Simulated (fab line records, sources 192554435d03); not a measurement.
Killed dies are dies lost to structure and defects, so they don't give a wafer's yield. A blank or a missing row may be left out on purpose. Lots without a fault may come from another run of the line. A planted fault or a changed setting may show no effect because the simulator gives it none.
Which tool did it? | flow n5_finfet | 8 lots, 24 wafers sampled, at 6 steps of a route of 1938

WHAT THE GAUGES READ, wafer by wafer
N5_SD_EPI_P_INSPECT_26: inspects for defects (darkfield). Usual: raw_defect_count 186, standard deviation 37.
lot  | measured    | on                | raw_defect_count | flag
L431 | day 3 10:25 | defect_inspect-02 | 162 178 172      |
L433 | day 4 00:44 | defect_inspect-01 | 153 148 139      |
L437 | day 4 23:53 | defect_inspect-01 | 190 180 155      |
L438 | day 5 03:00 | defect_inspect-01 | 187 253 1071     | OFF
L446 | day 7 02:16 | defect_inspect-01 | 143 215 193      |
L452 | day 8 16:18 | defect_inspect-02 | 187 155 177      |
L453 | day 8 23:48 | defect_inspect-01 | 209 188 169      |
L454 | day 9 02:31 | defect_inspect-01 | 199 171 185      |

N5_BEOL_M4_RC_MEAS_101. Usual: DIBL_N 35.8 mV/V, standard deviation 1.5; DIBL_P 35.8 mV/V, standard deviation 1.7; IOFF_N 0.151 nA/um, standard deviation 0.022; IOFF_P 0.204 nA/um, standard deviation 0.027; ION_N 673 uA/um, standard deviation 8.6; ION_P 462 uA/um, standard deviation 5.4; SS_N 71.4 mV/dec, standard deviation 0.54; SS_P 73.3 mV/dec, standard deviation 0.56; VT_N 250.5 mV, standard deviation 2.6; VT_P -251 mV, standard deviation 3.1.
lot  | measured     | on        | DIBL_N (mV/V)  | DIBL_P (mV/V)  | IOFF_N (nA/um)    | IOFF_P (nA/um)    | ION_N (uA/um) | ION_P (uA/um) | SS_N (mV/dec)  | SS_P (mV/dec)  | VT_N (mV)         | VT_P (mV)      | flag
L431 | day 8 06:47  | prober-01 | 38.2 35.8 35.6 | 37.5 35.9 35.2 | 0.189 0.159 0.153 | 0.202 0.170 0.171 | 675 684 670   | 452 457 454   | 71.7 71.4 71.3 | 74.4 73.3 73.4 | 250.0 247.6 249.0 | -250 -254 -253 |
L433 | day 9 08:01  | prober-02 | 36.6 37.6 36.5 | 38.6 39.3 38.5 | 0.191 0.206 0.187 | 0.231 0.252 0.234 | 677 685 674   | 460 470 464   | 72.1 72.5 72.7 | 73.5 74.6 74.6 | 248.0 244.0 248.2 | -251 -247 -247 |
L437 | day 9 21:02  | prober-01 | 35.9 37.2 34.3 | 35.1 35.1 32.0 | 0.147 0.158 0.118 | 0.208 0.207 0.164 | 672 672 659   | 461 460 457   | 71.2 72.3 71.1 | 73.5 73.6 72.1 | 249.1 249.3 252.1 | -250 -251 -254 |
L438 | day 9 23:50  | prober-01 | 33.4 36.2 33.5 | 32.7 36.8 33.2 | 0.110 0.159 0.118 | 0.178 0.238 0.193 | 655 675 662   | 458 467 460   | 71.1 71.8 71.7 | 72.8 73.8 72.7 | 256.1 250.2 255.2 | -254 -249 -249 |
L446 | day 12 10:07 | prober-01 | 34.4 36.2 33.6 | 33.8 36.0 32.9 | 0.133 0.156 0.116 | 0.180 0.211 0.162 | 673 694 671   | 461 473 467   | 71.4 70.9 70.4 | 72.3 72.5 72.2 | 251.9 249.5 251.5 | -251 -249 -252 |
L452 | day 13 09:00 | prober-01 | 35.9 35.7 35.5 | 36.2 37.0 36.0 | 0.163 0.162 0.160 | 0.224 0.232 0.228 | 680 677 685   | 471 472 468   | 71.2 71.3 70.9 | 73.9 74.4 73.7 | 248.4 247.8 250.4 | -248 -249 -251 |
L453 | day 13 16:02 | prober-02 | 35.6 36.6 36.2 | 34.9 36.5 35.5 | 0.128 0.145 0.137 | 0.158 0.184 0.164 | 664 664 670   | 450 461 460   | 71.2 71.8 70.7 | 72.5 72.6 73.4 | 251.8 250.5 250.4 | -256 -252 -254 |
L454 | day 14 08:23 | prober-01 | 35.3 36.9 35.5 | 34.7 36.3 35.1 | 0.133 0.159 0.136 | 0.178 0.211 0.187 | 662 670 660   | 455 460 458   | 70.6 71.9 71.2 | 72.8 74.2 72.3 | 254.3 251.2 253.6 | -255 -252 -252 |

WHICH TOOL RAN EACH LOT (tool, then ch and the chambers of the sampled wafers, then the start)
lot  | N5_SD_EPI_P_DESCUM_14             | N5_SD_EPI_P_ETCHBACK_46           | N5_SD_EPI_P_ETCH_16               | N5_SD_EPI_P_SD_RECESS_17
L431 | rie_diel-03 ch 1,2, day 3 05:52   | rie_diel-03 ch 1,2, day 3 06:16   | rie_diel-03 ch 1,2, day 3 06:28   | rie_si-05 ch 2,3, day 3 06:33
L433 | rie_diel-01 ch 0,2, day 3 19:04   | rie_diel-01 ch 0,2, day 3 19:29   | rie_diel-01 ch 0,2, day 3 19:41   | rie_si-05 ch 0,2,3, day 3 19:45
L437 | rie_diel-02 ch 1,3, day 4 20:10   | rie_diel-02 ch 1,3, day 4 20:35   | rie_diel-02 ch 1,3, day 4 20:47   | rie_si-05 ch 2,3, day 4 20:52
L438 | rie_diel-03 ch 0,1,3, day 4 23:17 | rie_diel-03 ch 0,1,3, day 4 23:41 | rie_diel-03 ch 0,1,3, day 4 23:53 | rie_si-01 ch 0,1,3, day 4 23:58
L446 | rie_diel-02 ch 1,2, day 6 22:32   | rie_diel-02 ch 1,2, day 6 22:57   | rie_diel-02 ch 1,2, day 6 23:09   | rie_si-01 ch 1,2,3, day 6 23:13
L452 | rie_diel-03 ch 1,2,3, day 8 12:34 | rie_diel-03 ch 1,2,3, day 8 12:59 | rie_diel-03 ch 1,2,3, day 8 13:11 | rie_si-02 ch 0,2, day 8 13:16
L453 | rie_diel-03 ch 0,2,3, day 8 19:14 | rie_diel-03 ch 0,2,3, day 8 19:39 | rie_diel-03 ch 0,2,3, day 8 19:51 | rie_si-02 ch 0,1, day 8 19:55
L454 | rie_diel-03 ch 0,1,3, day 8 22:46 | rie_diel-03 ch 0,1,3, day 8 23:11 | rie_diel-03 ch 0,1,3, day 8 23:23 | rie_si-01 ch 1,2,3, day 8 23:28
- N5_SD_EPI_P_DESCUM_14: chemistry O2, time 7.9 s.
- N5_SD_EPI_P_ETCHBACK_46: etches SiNx in CH3F/O2, stops on SiO2, target depth 17.5 nm.
- N5_SD_EPI_P_ETCH_16: etches SiO2 in CHF3/O2, target depth 5 nm.
- N5_SD_EPI_P_SD_RECESS_17: chemistry HBr/Cl2/O2, target depth 39.1 nm, bt time 3 s.

WHAT THE TOOLS THEMSELVES READ (means of the sampled wafers that have a number; where no wafer has one, the mark that the record gives instead)
N5_SD_EPI_P_DESCUM_14. Usual: chamber_pressure_mTorr 20.000 mTorr, standard deviation 0.017; drypump_motor_current_A 5.9 A, standard deviation 0.33; oes_product_au 0.79 a.u., standard deviation 0.074; rf_vpp_V 243.1 V, standard deviation 1.5; showerhead_plenum_p_Torr 2.09 Torr, standard deviation 0.084; throttle_valve_pct 20.47 %, standard deviation 0.29.
lot  | tool        | chamber_pressure_mTorr (mTorr) | drypump_motor_current_A (A) | oes_product_au (a.u.) | rf_vpp_V (V) | showerhead_plenum_p_Torr (Torr) | throttle_valve_pct (%) | flag
L431 | rie_diel-03 | 19.996                         | 6.0                         | 0.74                  | 242.7        | 2.04                            | 20.60                  |
L433 | rie_diel-01 | 20.005                         | 5.8                         | 0.77                  | 243.0        | 2.13                            | 20.63                  |
L437 | rie_diel-02 | 20.016                         | 5.5                         | 0.86                  | 242.2        | 2.04                            | 20.45                  |
L438 | rie_diel-03 | 20.009                         | 5.9                         | 0.85                  | 242.9        | 2.10                            | 20.29                  |
L446 | rie_diel-02 | 19.994                         | 6.1                         | 0.79                  | 242.2        | 2.02                            | 20.46                  |
L452 | rie_diel-03 | 19.994                         | 5.9                         | 0.76                  | 243.7        | 2.07                            | 20.37                  |
L453 | rie_diel-03 | 19.993                         | 5.8                         | 0.79                  | 243.9        | 2.14                            | 20.47                  |
L454 | rie_diel-03 | 19.998                         | 5.9                         | 0.82                  | 242.4        | 2.09                            | 20.32                  |

N5_SD_EPI_P_ETCHBACK_46. Usual: chamber_pressure_mTorr 30.003 mTorr, standard deviation 0.028; drypump_motor_current_A 5.9 A, standard deviation 0.33; oes_product_au 0.68 a.u., standard deviation 0.058; rf_vpp_V 298 V, standard deviation 3.4; showerhead_plenum_p_Torr 2.00 Torr, standard deviation 0.08; throttle_valve_pct 16.37 %, standard deviation 0.28.
lot  | tool        | chamber_pressure_mTorr (mTorr) | drypump_motor_current_A (A) | oes_product_au (a.u.) | rf_vpp_V (V) | showerhead_plenum_p_Torr (Torr) | throttle_valve_pct (%) | flag
L431 | rie_diel-03 | 30.018                         | 6.0                         | 0.65                  | 300          | 1.95                            | 16.52                  |
L433 | rie_diel-01 | 30.011                         | 5.7                         | 0.66                  | 296          | 2.03                            | 16.49                  |
L437 | rie_diel-02 | 29.981                         | 5.5                         | 0.72                  | 296          | 1.95                            | 16.34                  |
L438 | rie_diel-03 | 30.023                         | 5.9                         | 0.72                  | 300          | 2.00                            | 16.16                  |
L446 | rie_diel-02 | 29.995                         | 6.2                         | 0.66                  | 296          | 1.93                            | 16.37                  |
L452 | rie_diel-03 | 30.005                         | 5.9                         | 0.66                  | 300          | 1.98                            | 16.29                  |
L453 | rie_diel-03 | 30.026                         | 5.8                         | 0.67                  | 302          | 2.04                            | 16.35                  |
L454 | rie_diel-03 | 30.003                         | 5.9                         | 0.70                  | 299          | 1.99                            | 16.20                  |

N5_SD_EPI_P_ETCH_16. Usual: chamber_pressure_mTorr 30.00 mTorr, standard deviation 0.03; drypump_motor_current_A 5.9 A, standard deviation 0.33; oes_product_au 0.79 a.u., standard deviation 0.073; rf_vpp_V 526 V, standard deviation 6.1; showerhead_plenum_p_Torr 2.41 Torr, standard deviation 0.092; throttle_valve_pct 18.93 %, standard deviation 0.27.
lot  | tool        | chamber_pressure_mTorr (mTorr) | drypump_motor_current_A (A) | oes_product_au (a.u.) | rf_vpp_V (V) | showerhead_plenum_p_Torr (Torr) | throttle_valve_pct (%) | flag
L431 | rie_diel-03 | 30.01                          | 6.0                         | 0.76                  | 528          | 2.35                            | 19.07                  |
L433 | rie_diel-01 | 30.00                          | 5.8                         | 0.77                  | 522          | 2.44                            | 19.05                  |
L437 | rie_diel-02 | 30.03                          | 5.5                         | 0.85                  | 522          | 2.35                            | 18.92                  |
L438 | rie_diel-03 | 29.98                          | 5.9                         | 0.85                  | 528          | 2.41                            | 18.72                  |
L446 | rie_diel-02 | 30.01                          | 6.2                         | 0.79                  | 523          | 2.33                            | 18.92                  |
L452 | rie_diel-03 | 29.97                          | 5.9                         | 0.77                  | 529          | 2.39                            | 18.85                  |
L453 | rie_diel-03 | 30.00                          | 5.8                         | 0.79                  | 530          | 2.46                            | 18.91                  |
L454 | rie_diel-03 | 30.00                          | 5.9                         | 0.80                  | 528          | 2.40                            | 18.75                  |

N5_SD_EPI_P_SD_RECESS_17. Usual: chamber_pressure_mTorr 9.999 mTorr, standard deviation 0.0099; drypump_motor_current_A 5.9 A, standard deviation 0.32; mfc_cl2_sccm 80.00 sccm, standard deviation 0.24; oes_product_au 0.993 a.u., standard deviation 0.014; throttle_valve_pct 36.91 %, standard deviation 0.3.
lot  | tool      | chamber_pressure_mTorr (mTorr) | drypump_motor_current_A (A) | mfc_cl2_sccm (sccm) | oes_product_au (a.u.) | throttle_valve_pct (%) | flag
L431 | rie_si-05 | 9.994                          | 6.0                         | 80.27               | 0.992                 | 36.52                  |
L433 | rie_si-05 | 10.000                         | 5.9                         | 80.32               | 0.990                 | 36.82                  |
L437 | rie_si-05 | 9.991                          | 5.8                         | 79.82               | 0.997                 | 36.63                  |
L438 | rie_si-01 | 9.997                          | 6.0                         | 79.76               | 0.985                 | 37.11                  |
L446 | rie_si-01 | 10.005                         | 6.1                         | 80.17               | 0.990                 | 36.96                  |
L452 | rie_si-02 | 9.993                          | 5.5                         | 79.75               | 0.994                 | 37.17                  |
L453 | rie_si-02 | 10.006                         | 6.1                         | 80.06               | 1.001                 | 36.76                  |
L454 | rie_si-01 | 10.006                         | 6.1                         | 80.00               | 0.994                 | 36.96                  |

THE ANSWER, worked out from the rows above alone
Rule: a lot is off if the mean of its wafers that have a number lies more than 3 standard deviations from the usual mean. A lot without any number at a reading at which 4 lots or more have one is off too. The other lots that the step has rows for count as sound. The gauges are gone through in route order, then the tools' own readings, and for those a lot's mean is taken as printed above. The first step at which some lot is off is used, and at that step the reading that is off furthest; a lot without a number counts as furthest.
Off: L438, at N5_SD_EPI_P_INSPECT_26 (raw_defect_count).
A tool fits if, at a process step before that reading, it ran every lot that is off, and no sound lot after the first of them. The gauges at N5_SD_EPI_P_INSPECT_26 are tried like those tools. None of those tried fits.

WHAT THE SIMULATOR HAD PUT IN
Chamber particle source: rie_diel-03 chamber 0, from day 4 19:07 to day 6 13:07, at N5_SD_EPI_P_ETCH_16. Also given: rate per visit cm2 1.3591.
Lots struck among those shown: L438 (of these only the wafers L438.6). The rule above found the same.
